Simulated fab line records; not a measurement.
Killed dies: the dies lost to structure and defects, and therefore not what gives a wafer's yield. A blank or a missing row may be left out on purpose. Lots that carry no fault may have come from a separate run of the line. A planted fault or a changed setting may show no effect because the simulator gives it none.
Split-lot experiment || flow n5_finfet || 39 wafers read from 7 lots, route of 1938 steps

SPLIT DETAILS
At N5_BEOL_M13_SPUTTER_44 (material Ta, target thk 10 nm, time 16.13 s), the setting time_s was moved away from the recipe's 16.13 s on 18 of the 39 wafers read, by -29.6% to +48.7%. All remaining wafers had this setting at the recipe value.

FROM THE SPLIT TO THE READING: what the file shows between them, 3 steps
- N5_BEOL_M13_SPUTTER_45: material Cu, target thk 80 nm, time 13.33 s
- N5_BEOL_M13_ECD_47: material Cu, target thk 936 nm
- N5_BEOL_M13_ANNEAL_48: time 90 s

THE READING
barrier_field_endpoint_s, in s, at N5_BEOL_M13_CMP_49 (polishes, stops on SiOC, t overpolish 17.1 s, target thk 420 nm). A value of 30.1 s with a standard deviation of 0.8 s is what fault-free wafers of this fab line usually give.

{"wafer": "L079.4", "tool, chamber at the split": "pvd_sputter-02, -", "time_s as run, s": 16.13, "against the recipe": "recipe", "barrier_field_endpoint_s, s": 29.9, "against lot-mates on the recipe": "-"}
{"wafer": "L079.3", "tool, chamber at the split": "pvd_sputter-02, -", "time_s as run, s": 12.4, "against the recipe": "-23.1%", "barrier_field_endpoint_s, s": 27.9, "against lot-mates on the recipe": -2.5}
{"wafer": "L079.1", "tool, chamber at the split": "pvd_sputter-02, -", "time_s as run, s": 16.13, "against the recipe": "recipe", "barrier_field_endpoint_s, s": 30.5, "against lot-mates on the recipe": "-"}
{"wafer": "L079.2", "tool, chamber at the split": "pvd_sputter-02, -", "time_s as run, s": 12.4, "against the recipe": "-23.1%", "barrier_field_endpoint_s, s": 26.7, "against lot-mates on the recipe": -3.7}
{"wafer": "L079.5", "tool, chamber at the split": "pvd_sputter-02, -", "time_s as run, s": 12.4, "against the recipe": "-23.1%", "barrier_field_endpoint_s, s": 27.9, "against lot-mates on the recipe": -2.5}
{"wafer": "L079.6", "tool, chamber at the split": "pvd_sputter-02, -", "time_s as run, s": 16.13, "against the recipe": "recipe", "barrier_field_endpoint_s, s": 30.8, "against lot-mates on the recipe": "-"}
{"wafer": "L080.3", "tool, chamber at the split": "pvd_sputter-01, -", "time_s as run, s": 16.13, "against the recipe": "recipe", "barrier_field_endpoint_s, s": 31.2, "against lot-mates on the recipe": "-"}
{"wafer": "L080.4", "tool, chamber at the split": "pvd_sputter-01, -", "time_s as run, s": 20.97, "against the recipe": "+30.0%", "barrier_field_endpoint_s, s": 35.8, "against lot-mates on the recipe": "+4.9"}
{"wafer": "L080.2", "tool, chamber at the split": "pvd_sputter-01, -", "time_s as run, s": 20.97, "against the recipe": "+30.0%", "barrier_field_endpoint_s, s": 34.8, "against lot-mates on the recipe": "+3.9"}
{"wafer": "L080.1", "tool, chamber at the split": "pvd_sputter-01, -", "time_s as run, s": 20.97, "against the recipe": "+30.0%", "barrier_field_endpoint_s, s": 33.8, "against lot-mates on the recipe": "+2.9"}
{"wafer": "L080.6", "tool, chamber at the split": "pvd_sputter-01, -", "time_s as run, s": 16.13, "against the recipe": "recipe", "barrier_field_endpoint_s, s": 30.4, "against lot-mates on the recipe": "-"}
{"wafer": "L080.5", "tool, chamber at the split": "pvd_sputter-01, -", "time_s as run, s": 16.13, "against the recipe": "recipe", "barrier_field_endpoint_s, s": 31.1, "against lot-mates on the recipe": "-"}
{"wafer": "L081.1", "tool, chamber at the split": "pvd_sputter-02, -", "time_s as run, s": 16.13, "against the recipe": "recipe", "barrier_field_endpoint_s, s": 30.1, "against lot-mates on the recipe": "-"}
{"wafer": "L081.3", "tool, chamber at the split": "pvd_sputter-02, -", "time_s as run, s": 16.13, "against the recipe": "recipe", "barrier_field_endpoint_s, s": 29.6, "against lot-mates on the recipe": "-"}
{"wafer": "L081.6", "tool, chamber at the split": "pvd_sputter-02, -", "time_s as run, s": 16.13, "against the recipe": "recipe", "barrier_field_endpoint_s, s": 30.5, "against lot-mates on the recipe": "-"}
{"wafer": "L085.3", "tool, chamber at the split": "pvd_sputter-03, -", "time_s as run, s": 16.13, "against the recipe": "recipe", "barrier_field_endpoint_s, s": 30.2, "against lot-mates on the recipe": "-"}
{"wafer": "L085.2", "tool, chamber at the split": "pvd_sputter-03, -", "time_s as run, s": 16.13, "against the recipe": "recipe", "barrier_field_endpoint_s, s": 30.2, "against lot-mates on the recipe": "-"}
{"wafer": "L085.1", "tool, chamber at the split": "pvd_sputter-03, -", "time_s as run, s": 22.47, "against the recipe": "+39.3%", "barrier_field_endpoint_s, s": 36.5, "against lot-mates on the recipe": "+6.5"}
{"wafer": "L085.4", "tool, chamber at the split": "pvd_sputter-03, -", "time_s as run, s": 22.47, "against the recipe": "+39.3%", "barrier_field_endpoint_s, s": 34.9, "against lot-mates on the recipe": "+4.9"}
{"wafer": "L085.5", "tool, chamber at the split": "pvd_sputter-03, -", "time_s as run, s": 22.47, "against the recipe": "+39.3%", "barrier_field_endpoint_s, s": 35.1, "against lot-mates on the recipe": "+5.1"}
{"wafer": "L085.6", "tool, chamber at the split": "pvd_sputter-03, -", "time_s as run, s": 16.13, "against the recipe": "recipe", "barrier_field_endpoint_s, s": 29.7, "against lot-mates on the recipe": "-"}
{"wafer": "L092.1", "tool, chamber at the split": "pvd_sputter-01, -", "time_s as run, s": 23.99, "against the recipe": "+48.7%", "barrier_field_endpoint_s, s": 35.5, "against lot-mates on the recipe": "+5.0"}
{"wafer": "L092.3", "tool, chamber at the split": "pvd_sputter-01, -", "time_s as run, s": 23.99, "against the recipe": "+48.7%", "barrier_field_endpoint_s, s": 36.2, "against lot-mates on the recipe": "+5.7"}
{"wafer": "L092.2", "tool, chamber at the split": "pvd_sputter-01, -", "time_s as run, s": 16.13, "against the recipe": "recipe", "barrier_field_endpoint_s, s": 30.6, "against lot-mates on the recipe": "-"}
{"wafer": "L092.4", "tool, chamber at the split": "pvd_sputter-01, -", "time_s as run, s": 16.13, "against the recipe": "recipe", "barrier_field_endpoint_s, s": 30.5, "against lot-mates on the recipe": "-"}
{"wafer": "L092.5", "tool, chamber at the split": "pvd_sputter-01, -", "time_s as run, s": 16.13, "against the recipe": "recipe", "barrier_field_endpoint_s, s": 30.5, "against lot-mates on the recipe": "-"}
{"wafer": "L092.6", "tool, chamber at the split": "pvd_sputter-01, -", "time_s as run, s": 23.99, "against the recipe": "+48.7%", "barrier_field_endpoint_s, s": 36.0, "against lot-mates on the recipe": "+5.5"}
{"wafer": "L093.4", "tool, chamber at the split": "pvd_sputter-03, -", "time_s as run, s": 16.13, "against the recipe": "recipe", "barrier_field_endpoint_s, s": 31.1, "against lot-mates on the recipe": "-"}
{"wafer": "L093.3", "tool, chamber at the split": "pvd_sputter-03, -", "time_s as run, s": 16.13, "against the recipe": "recipe", "barrier_field_endpoint_s, s": 29.9, "against lot-mates on the recipe": "-"}
{"wafer": "L093.2", "tool, chamber at the split": "pvd_sputter-03, -", "time_s as run, s": 11.36, "against the recipe": "-29.6%", "barrier_field_endpoint_s, s": 26.1, "against lot-mates on the recipe": -4.4}
{"wafer": "L093.1", "tool, chamber at the split": "pvd_sputter-03, -", "time_s as run, s": 16.13, "against the recipe": "recipe", "barrier_field_endpoint_s, s": 30.4, "against lot-mates on the recipe": "-"}
{"wafer": "L093.5", "tool, chamber at the split": "pvd_sputter-03, -", "time_s as run, s": 11.36, "against the recipe": "-29.6%", "barrier_field_endpoint_s, s": 26.7, "against lot-mates on the recipe": -3.8}
{"wafer": "L093.6", "tool, chamber at the split": "pvd_sputter-03, -", "time_s as run, s": 11.36, "against the recipe": "-29.6%", "barrier_field_endpoint_s, s": 26.6, "against lot-mates on the recipe": -3.9}
{"wafer": "L095.3", "tool, chamber at the split": "pvd_sputter-01, -", "time_s as run, s": 19.64, "against the recipe": "+21.8%", "barrier_field_endpoint_s, s": 33.4, "against lot-mates on the recipe": "+3.5"}
{"wafer": "L095.2", "tool, chamber at the split": "pvd_sputter-01, -", "time_s as run, s": 16.13, "against the recipe": "recipe", "barrier_field_endpoint_s, s": 30.1, "against lot-mates on the recipe": "-"}
{"wafer": "L095.4", "tool, chamber at the split": "pvd_sputter-01, -", "time_s as run, s": 19.64, "against the recipe": "+21.8%", "barrier_field_endpoint_s, s": 32.7, "against lot-mates on the recipe": "+2.8"}
{"wafer": "L095.1", "tool, chamber at the split": "pvd_sputter-01, -", "time_s as run, s": 16.13, "against the recipe": "recipe", "barrier_field_endpoint_s, s": 29.2, "against lot-mates on the recipe": "-"}
{"wafer": "L095.5", "tool, chamber at the split": "pvd_sputter-01, -", "time_s as run, s": 19.64, "against the recipe": "+21.8%", "barrier_field_endpoint_s, s": 32.4, "against lot-mates on the recipe": "+2.5"}
{"wafer": "L095.6", "tool, chamber at the split": "pvd_sputter-01, -", "time_s as run, s": 16.13, "against the recipe": "recipe", "barrier_field_endpoint_s, s": 30.3, "against lot-mates on the recipe": "-"}

THE FIT
A straight line over all 39 wafers: barrier_field_endpoint_s changes by +0.126 s for each +1% of time_s; r = +0.98; the points scatter about the line by 0.6 s.
The same after taking each lot's own level away (the mean of its wafers on the recipe; 39 wafers): +0.126 s for each +1%; r = +0.98; scatter 0.55 s.
The reading moves by 6.1 s for the largest change in time_s, on that fit.
From 29.87 to 30.90 s: that is the span of the lots' own levels, equal to 1.3 times the standard deviation above.
Consequently the slope shifts little with the lot-to-lot level, the two slopes agreeing.
Check: with one of the wafers moved furthest among these (+48.7%) left out of the fit, the line predicts +6.29 s for it against its lot-mates. It came out at +4.97 s against them.

THESE WAFERS: OTHER SPLITS
Before the reading, these wafers also passed through other splits. Each is held against what the fit with the lots' levels taken away leaves over:
{"other split on the same wafers": "N5_FIN_SAQP_ALD_61 ald_cycles", "wafers away from the commonest value": 15, "r with barrier_field_endpoint_s (lot level and that fit taken away)": "+0.03"}
{"other split on the same wafers": "N5_MOL_CONTACT_COAG_DESCUM_45 time_s", "wafers away from the commonest value": 15, "r with barrier_field_endpoint_s (lot level and that fit taken away)": -0.02}
{"other split on the same wafers": "N5_MOL_CONTACT_COAG_VIA_ETCH_117 target_depth_a", "wafers away from the commonest value": 9, "r with barrier_field_endpoint_s (lot level and that fit taken away)": -0.21}
{"other split on the same wafers": "N5_BEOL_M2_DESCUM_16 time_s", "wafers away from the commonest value": 18, "r with barrier_field_endpoint_s (lot level and that fit taken away)": -0.01}
{"other split on the same wafers": "N5_BEOL_M3_DESCUM_33 time_s", "wafers away from the commonest value": 18, "r with barrier_field_endpoint_s (lot level and that fit taken away)": -0.33}
{"other split on the same wafers": "N5_BEOL_M7_DEP_56 target_thk_a", "wafers away from the commonest value": 9, "r with barrier_field_endpoint_s (lot level and that fit taken away)": -0.03}
{"other split on the same wafers": "N5_BEOL_M9_VIA_ETCH_34 target_depth_a", "wafers away from the commonest value": 12, "r with barrier_field_endpoint_s (lot level and that fit taken away)": "+0.30"}

THE WHOLE CHAIN: every reading that the file lists as answering this split, in the file's order
{"step": "N5_BEOL_M13_SPUTTER_44", "what it does": "material Ta, target thk 10 nm, time 16.13 s", "reading": "Ta_of_BEOL_M13_SPUTTER_44.thk_nm (the simulator's own value, which no gauge read)", "change (the file's fit)": "+0.101 nm for each +1% of the setting", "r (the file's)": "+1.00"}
{"step": "N5_BEOL_M13_CMP_49", "what it does": "polishes, stops on SiOC, t overpolish 17.1 s, target thk 420 nm", "reading": "barrier_field_endpoint_s", "change (the file's fit)": "+0.126 s for each +1% of the setting", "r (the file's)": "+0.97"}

FILE'S OWN FIT
barrier_field_endpoint_s changes by +0.126 s for each +1% of time_s, r = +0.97.
